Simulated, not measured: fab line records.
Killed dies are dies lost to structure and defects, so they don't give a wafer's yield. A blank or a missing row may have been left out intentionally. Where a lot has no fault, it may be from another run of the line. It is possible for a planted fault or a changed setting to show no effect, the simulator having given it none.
Which tool is to blame? | flow n5 finfet | 32 wafers from 12 lots sampled at 2 of the route's 1938 steps

WHAT THE GAUGES SHOWED, per wafer
N5_BEOL_M10_INSPECT_58: inspects for defects (darkfield). Usual: raw defect count at 70, with a standard deviation of 23.
lot  | measured     | on                | raw defect count | flag
L460 | day 10 11:14 | defect inspect-02 | 72 58 39         |
L459 | day 10 16:20 | defect inspect-02 | 48 57 62         |
L461 | day 11 06:23 | defect inspect-02 | 83 101 59        |
L462 | day 11 10:09 | defect inspect-01 | 92 87 83         |
L463 | day 12 00:50 | defect inspect-02 | 47 83 57         |
L466 | day 12 12:03 | defect inspect-02 | 67 107 64        |
L468 | day 13 20:59 | defect inspect-01 | 50 63            |
L469 | day 13 21:04 | defect inspect-01 | 60               |
L472 | day 14 07:58 | defect inspect-01 | 73 88            |
L480 | day 16 08:51 | defect inspect-02 | 71 56 36         |
L478 | day 16 18:56 | defect inspect-02 | 55 86 58         |
L482 | day 16 23:32 | defect inspect-02 | 82 40 70         |

EACH LOT AND THE TOOL THAT RAN IT (in order: tool; ch and the chambers of the sampled wafers; start)
lot  | N5_BEOL_M10_DEGAS_44
L460 | pvd sputter-02, day 10 07:47
L459 | pvd sputter-03, day 10 14:29
L461 | pvd sputter-02, day 11 02:28
L462 | pvd sputter-02, day 11 08:32
L463 | pvd sputter-03, day 11 22:31
L466 | pvd sputter-01, day 12 10:20
L468 | pvd sputter-03, day 13 17:25
L469 | pvd sputter-02, day 13 17:53
L472 | pvd sputter-03, day 14 06:17
L480 | pvd sputter-03, day 16 05:11
L478 | pvd sputter-03, day 16 17:03
L482 | pvd sputter-01, day 16 21:34
- N5_BEOL_M10_DEGAS_44: time 60 s.

WHAT THE TOOLS THEMSELVES READ (means of the sampled wafers that have a number; where no wafer has one, the mark that the record gives instead)
N5_BEOL_M10_DEGAS_44. Usual: heater power w at 330 W, with a standard deviation of 29.
lot  | tool           | heater power w (W) | flag
L460 | pvd sputter-02 | 316                |
L459 | pvd sputter-03 | 335                |
L461 | pvd sputter-02 | 325                |
L462 | pvd sputter-02 | 338                |
L463 | pvd sputter-03 | 329                |
L466 | pvd sputter-01 | 330                |
L468 | pvd sputter-03 | 314                |
L469 | pvd sputter-02 | 401                |
L472 | pvd sputter-03 | 310                |
L480 | pvd sputter-03 | 348                |
L478 | pvd sputter-03 | 354                |
L482 | pvd sputter-01 | 320                |

THE ANSWER, worked out from the rows above alone
Rule: take the mean of a lot's wafers that have a number; if it is more than 3 standard deviations from the usual mean, the lot is off. Also off: a lot with no number at a reading for which 4 or more lots have one. The other lots that the step has rows for count as sound. First the gauges in route order, then the tools' own readings, where a lot's mean is used as printed above. At the first step where some lot is off, the reading lying furthest off is the one used; lots without a number count as furthest.
Across all readings shown, no lot is off: no conclusion can be drawn from this.

WHAT THE SIMULATOR PUT IN
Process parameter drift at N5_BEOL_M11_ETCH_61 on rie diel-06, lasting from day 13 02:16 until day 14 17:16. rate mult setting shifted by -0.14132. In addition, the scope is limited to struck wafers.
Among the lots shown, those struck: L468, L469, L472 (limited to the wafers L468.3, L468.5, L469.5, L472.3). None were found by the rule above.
